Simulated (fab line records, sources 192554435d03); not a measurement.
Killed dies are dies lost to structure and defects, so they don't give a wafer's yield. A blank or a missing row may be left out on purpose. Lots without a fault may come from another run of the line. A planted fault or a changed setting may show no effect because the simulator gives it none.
One fault seen from 2 desks | flow n5_finfet | each desk has only its own numbers; what lay behind them comes last

THE METROLOGY DESK
What the gauges read, lot by lot, whatever tool the lot ran on: means of the sampled wafers that have a number. A lot is out of limits, marked OUT, if its mean lies more than 4 standard deviations from the usual mean; the brackets give that distance.
Columns: A = trench_depth_nm at N5_BEOL_M7_OCD_MEAS_38, usual 92.9 nm; B = cd_nm at N5_BEOL_M7_CD_MEAS_35, usual 40.1 nm
lot  | first seen here | A    | B
L163 | day 9 10:19     | 92.3 | 40.6
L164 | day 10 05:27    | 92.5 | 39.9
L171 | day 11 07:38    | 89.2 | 39.5
L170 | day 11 07:49    | 95.3 | 38.8
L176 | day 13 01:08    | 93.0 | 39.8
L179 | day 13 22:38    | 92.4 | 40.5
This desk's finding: nothing out of limits on any of the 6 lots.

THE TOOL OWNER'S DESK: cvd_co-02
The tool's own readings at N5_BEOL_M7_CVD_78 (deposits Co from CCTBA/H2, target thk 2 nm, time 142.3 s): means of the sampled wafers that have a number, for each lot that ran on this tool. A lot is out of limits, marked OUT, if its mean lies more than 4 standard deviations from the usual mean; the brackets give that distance.
Columns: A = run_length_s at N5_BEOL_M7_CVD_78, usual 164.9 s
lot  | first seen here | A
L163 | day 9 11:29     | 165.3
L164 | day 10 07:02    | 164.6
L171 | day 11 08:58    | 126.1 (-95) OUT
L170 | day 11 09:04    | 112.8 (-99 or more) OUT
This desk's finding: out of limits on L170, L171; first on L171, day 11 08:58 (run_length_s at N5_BEOL_M7_CVD_78). In limits: L163, L164.

PUT TOGETHER
The tool owner's desk could have raised an alarm at day 11 08:58, on L170, L171.
The metrology desk saw nothing out of limits.
The metrology desk has L170, L171 on record, within its limits.
Of the lots named, all ran N5_BEOL_M7_CVD_78 on cvd_co-02.

WHAT THE SIMULATOR HAD PUT IN
Process parameter drift: cvd_co-02, from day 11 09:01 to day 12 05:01, at N5_BEOL_M7_CVD_78. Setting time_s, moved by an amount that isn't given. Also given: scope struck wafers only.
Lots struck among those shown: L170, L171.
